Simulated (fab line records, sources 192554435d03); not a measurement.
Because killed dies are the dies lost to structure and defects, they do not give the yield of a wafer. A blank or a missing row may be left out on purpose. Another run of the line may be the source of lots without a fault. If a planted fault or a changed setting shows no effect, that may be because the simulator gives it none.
Chamber matching ; flow n5-finfet ; 4 sister chambers for N5_PASSIVATION_DESCUM_12 on rie-diel-01
The step chemistry O2, time 7.9 s. 14 wafers are shown with their chamber, then 7 later ones without.

EACH WAFER AND ITS CHAMBER
wafer;chamber;drypump-motor-current-A (A);showerhead-plenum-p-Torr (Torr);throttle-valve-pct (%)
L405.2;2;5.1;2.03;20.65
L405.3;0;6.0;2.16;20.46
L405.5;1;6.4;2.01;20.11
L413.2;1;6.3;2.01;20.15
L413.3;0;6.1;2.16;20.48
L413.5;1;6.3;2.01;20.13
L422.2;3;6.0;2.07;20.37
L422.3;0;6.1;2.15;20.49
L422.6;2;5.1;2.02;20.67
L421.3;3;6.0;2.07;20.37
L421.4;2;5.1;2.02;20.69
L421.5;1;6.3;2.00;20.17
L425.1;1;6.3;2.00;20.18
L425.2;2;5.1;2.02;20.69

SIGNATURES (means of the wafers above)
reading;chamber 0;chamber 1;chamber 2;chamber 3;scatter within a chamber
drypump-motor-current-A;6.067;6.320;5.100;6.000;0.0383
showerhead-plenum-p-Torr;2.1567;2.0060;2.0225;2.0700;0.00512
throttle-valve-pct;20.4767;20.1480;20.6750;20.3700;0.022
Rule: for each reading, subtract the chamber's mean from the wafer's reading, divide by that reading's scatter and square the result; add these up over the readings and take the root, which gives the wafer's distance from the chamber. If the next closest chamber is less than 2 further off than the closest, the wafer can't be placed; otherwise it belongs to the closest. The scatter: take each reading less its chamber's mean, square it, sum over the shown wafers, divide by the number of wafers less the number of chambers, and take the root.

WAFERS WITHOUT THEIR CHAMBER
wafer;drypump-motor-current-A (A);showerhead-plenum-p-Torr (Torr);throttle-valve-pct (%)
L425.4;6.0;2.07;20.39
L423.1;6.3;2.00;20.17
L423.2;6.1;2.15;20.52
L423.5;6.0;2.07;20.40
L424.1;5.1;2.02;20.68
L424.2;6.0;2.07;20.39
L424.5;5.1;2.02;20.69

WHICH CHAMBER EACH WENT THROUGH
wafer;from the rows above;in truth
L425.4;3;3
L423.1;1;1
L423.2;0;0
L423.5;3;3
L424.1;2;2
L424.2;3;3
L424.5;2;2
Correctly placed: 7 of 7. Can't be placed from these rows: 0. Wrongly placed: 0.
